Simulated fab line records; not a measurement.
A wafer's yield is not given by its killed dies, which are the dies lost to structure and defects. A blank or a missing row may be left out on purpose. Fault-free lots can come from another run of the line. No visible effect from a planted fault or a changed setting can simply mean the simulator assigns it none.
Chamber matching :: flow n5-finfet :: ald-sin-02 running N5_STI_FIN_REVEAL_ALD_00: 4 sister chambers
The step deposits SiO2, target thk 1 nm, pulse time 1 s. 8 wafers are shown with their chamber, then 11 later ones without.

WAFERS PAIRED WITH THEIR CHAMBERS
wafer: L082.6
chamber: 2
heater-power-w (W): 436
precursor-pulse-height-rel: 0.979

wafer: L087.2
chamber: 0
heater-power-w (W): 514
precursor-pulse-height-rel: 0.998

wafer: L087.4
chamber: 1
heater-power-w (W): 487
precursor-pulse-height-rel: 0.988

wafer: L087.5
chamber: 2
heater-power-w (W): 438
precursor-pulse-height-rel: 0.991

wafer: L088.2
chamber: 3
heater-power-w (W): 407
precursor-pulse-height-rel: 1.022

wafer: L088.3
chamber: 1
heater-power-w (W): 500
precursor-pulse-height-rel: 0.962

wafer: L088.6
chamber: 3
heater-power-w (W): 408
precursor-pulse-height-rel: 0.997

wafer: L091.2
chamber: 0
heater-power-w (W): 510
precursor-pulse-height-rel: 1.020

WAFERS WHOSE CHAMBER IS MISSING
wafer: L091.4
heater-power-w (W): 496
precursor-pulse-height-rel: 1.034

wafer: L091.6
heater-power-w (W): 394
precursor-pulse-height-rel: 0.990

wafer: L093.2
heater-power-w (W): 425
precursor-pulse-height-rel: 0.997

wafer: L093.3
heater-power-w (W): 521
precursor-pulse-height-rel: 1.005

wafer: L093.4
heater-power-w (W): 410
precursor-pulse-height-rel: 0.997

wafer: L095.4
heater-power-w (W): 440
precursor-pulse-height-rel: 0.978

wafer: L095.5
heater-power-w (W): 479
precursor-pulse-height-rel: 1.020

wafer: L095.6
heater-power-w (W): 522
precursor-pulse-height-rel: 1.002

wafer: L097.1
heater-power-w (W): 446
precursor-pulse-height-rel: 1.008

wafer: L097.4
heater-power-w (W): 493
precursor-pulse-height-rel: 0.969

wafer: L097.5
heater-power-w (W): 411
precursor-pulse-height-rel: 0.983

WHICH CHAMBER EACH ONE RAN IN
wafer: L091.4
from the rows above: can't be placed: 0 or 1
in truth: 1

wafer: L091.6
from the rows above: 3
in truth: 3

wafer: L093.2
from the rows above: can't be placed: 2 or 3
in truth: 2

wafer: L093.3
from the rows above: 0
in truth: 0

wafer: L093.4
from the rows above: 3
in truth: 3

wafer: L095.4
from the rows above: 2
in truth: 2

wafer: L095.5
from the rows above: 1
in truth: 1

wafer: L095.6
from the rows above: 0
in truth: 0

wafer: L097.1
from the rows above: 2
in truth: 2

wafer: L097.4
from the rows above: 1
in truth: 1

wafer: L097.5
from the rows above: 3
in truth: 3
Correct placement for 9 of the 11. Cannot be placed on the basis of these rows: 2; the candidates contain the true chamber in 2. Wrongly placed: 0.
How it was worked out, from the rows above alone: a wafer's distance from a chamber is the root of the sum, over the readings, of the square of ((its reading less the chamber's mean) divided by the reading's scatter). If the next closest chamber is less than 2 further off than the closest, the wafer can't be placed; otherwise it belongs to the closest. For every chamber, the mean is computed from those of its wafers that are shown. The scatter: take each reading less its chamber's mean, square it, sum over the shown wafers, divide by the number of wafers less the number of chambers, and take the root.
